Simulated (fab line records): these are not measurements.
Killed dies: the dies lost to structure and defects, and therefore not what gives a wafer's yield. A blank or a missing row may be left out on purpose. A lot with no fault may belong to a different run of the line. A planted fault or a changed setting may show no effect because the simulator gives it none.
Chamber matching    flow n5-finfet    N5_SD_EPI_P_ETCH_37 on rie-diel-05 has 4 sister chambers
The step etches SOC in N2/H2, overetch 108 nm, time 486 s. 8 wafers are shown with their chamber, then 12 later ones without.

WAFERS PAIRED WITH THEIR CHAMBERS
wafer   chamber  drypump-motor-current-A (A)  showerhead-plenum-p-Torr (Torr)
L084.5  3        6.3                          2.46
L085.1  0        5.5                          2.63
L086.2  0        5.4                          2.63
L087.3  3        6.3                          2.46
L087.6  1        5.6                          2.45
L088.2  2        6.5                          2.49
L088.3  1        5.6                          2.44
L088.5  2        6.5                          2.49

WAFERS WITH NO CHAMBER GIVEN
wafer   drypump-motor-current-A (A)  showerhead-plenum-p-Torr (Torr)
L089.1  6.5                          2.49
L089.2  6.3                          2.46
L089.4  6.4                          2.46
L091.1  5.6                          2.44
L091.3  6.5                          2.49
L091.4  5.6                          2.44
L093.2  5.4                          2.62
L093.5  5.4                          2.62
L093.6  6.3                          2.45
L095.1  5.4                          2.62
L095.3  5.6                          2.44
L095.4  6.5                          2.49

WHICH CHAMBER EACH ONE RAN IN
wafer   from the rows above  in truth
L089.1  2                    2
L089.2  3                    3
L089.4  3                    3
L091.1  1                    1
L091.3  2                    2
L091.4  1                    1
L093.2  0                    0
L093.5  0                    0
L093.6  3                    3
L095.1  0                    0
L095.3  1                    1
L095.4  2                    2
Correct placement for 12 of the 12. Can't be placed from these rows: 0. Wrongly placed: 0.
How it was worked out, from the rows above alone: a wafer's distance from a chamber is the root of the sum, over the readings, of the square of ((its reading less the chamber's mean) divided by the reading's scatter). If the next closest chamber is less than 2 further off than the closest, the wafer can't be placed; otherwise it belongs to the closest. The mean given for a chamber averages the wafers shown for that chamber. The scatter: the root of (the sum of the squares of (reading less its chamber's mean) over the shown wafers, divided by (wafers less chambers)).
